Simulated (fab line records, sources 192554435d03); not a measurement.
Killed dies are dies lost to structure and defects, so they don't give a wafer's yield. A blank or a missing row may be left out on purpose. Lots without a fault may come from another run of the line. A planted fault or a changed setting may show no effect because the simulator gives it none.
fab line records | flow n5_finfet
record lots=7 wafers=39
route steps=1938 shown MIM_BOT@1833
start_h: hours from the record's first day to the start of the lot's first wafer shown | wait_h: hours since the lot's step before | " the same as in the row above | L1.1+2: a row that stands for several wafers | - no value, or no start given | * or withheld: withheld | < > ~ a bound
route shown NAME@n: a module of which the file shows steps, and the number in the route of the first | usual: mean/standard deviation of fault-free wafers | same: alike in all rows | chamber/n: place in a boat | sites: the reading at each site | _std_site: their standard deviation | _edge_site: outer sites' mean less inner sites' | radius_mm: how far each site lies from the wafer's centre | mask NAME#n: copy n | behind: the tool/chamber that last shaped the wafer | hold: why the lot was held/for how many hours/how that ended | device: the transistor (n, p or np) that didn't switch | end of line: the same wafers' tests at the end of the route | a step without rows: its recipe alone | killed: dies lost to structure and defects at the first sort, not the wafer's yield | map: a wafer's dies, x killed, . not, _ none there
set.NAME: the setting as run; set.NAME@STEP: as run at that earlier step | model.NAME: the simulator's own value behind a step, which no gauge read
lots whose settings were changed on purpose; a table a step, a row a wafer
## steps
# step N5_MIM_BOT_SPUTTER_00
# recipe material=TiN target_thk_a=350 temp_c=200 power_w=3000 chamber_pressure_pa=0.49996 gas=Ar reactive_partial_pa=0.37997 time_s=89.7
# columns lot.wafer tool chamber start_h wait_h set.target_thk_a model.TiN_of_MIM_BOT_SPUTTER_00.thk_nm
L076.1 pvd_sputter-02 - 283.48 0.0 290 28.6
L076.2+4 " - " " 350 34.6
L076.3+5 " - " " 290 28.8
L076.6 " - " " 350 34.8
L080.2+4+6 pvd_sputter-03 - 302.85 0.0 350 34.8
L084.1 pvd_sputter-03 - 329.41 0.0 350 34.8
L084.2+3 " - " " 404.9 40.6
L084.4 " - " " 350 35
L084.5 " - " " 350 35.2
L084.6 " - " " 404.9 40.4
L088.1+2+3 pvd_sputter-03 - 336.06 0.0 350 34.8
L088.4 " - " " 350 35
L088.5 " - " " 350 34.6
L088.6 " - " " 350 35.2
L087.1 pvd_sputter-03 - 342.06 0.0 350 34.8
L087.2 " - " " 350 35
L087.3 " - " " 436.1 44
L087.4+6 " - " " 436.1 43.4
L087.5 " - " " 350 35.2
L091.1 pvd_sputter-02 - 370.48 0.0 350 35
L091.2 " - " " 350 35.6
L091.3 " - " " 506.6 51.2
L091.4 " - " " 350 35.2
L091.5 " - " " 506.6 51
L091.6 " - " " 506.6 50.8
L093.1 pvd_sputter-01 - 386.67 0.0 350 35.4
L093.2 " - " " 149.6 15.4
L093.3 " - " " 149.6 14.6
L093.4 " - " " 149.6 15
L093.5 " - " " 350 34.8
L093.6 " - " " 350 34.6
## key
split step=N5_MIM_BOT_SPUTTER_00 setting=target_thk_a stated=350 by=wafer
response step=N5_MIM_BOT_SPUTTER_00 reading=model.TiN_of_MIM_BOT_SPUTTER_00.thk_nm change=+0.349 per=1% r=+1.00
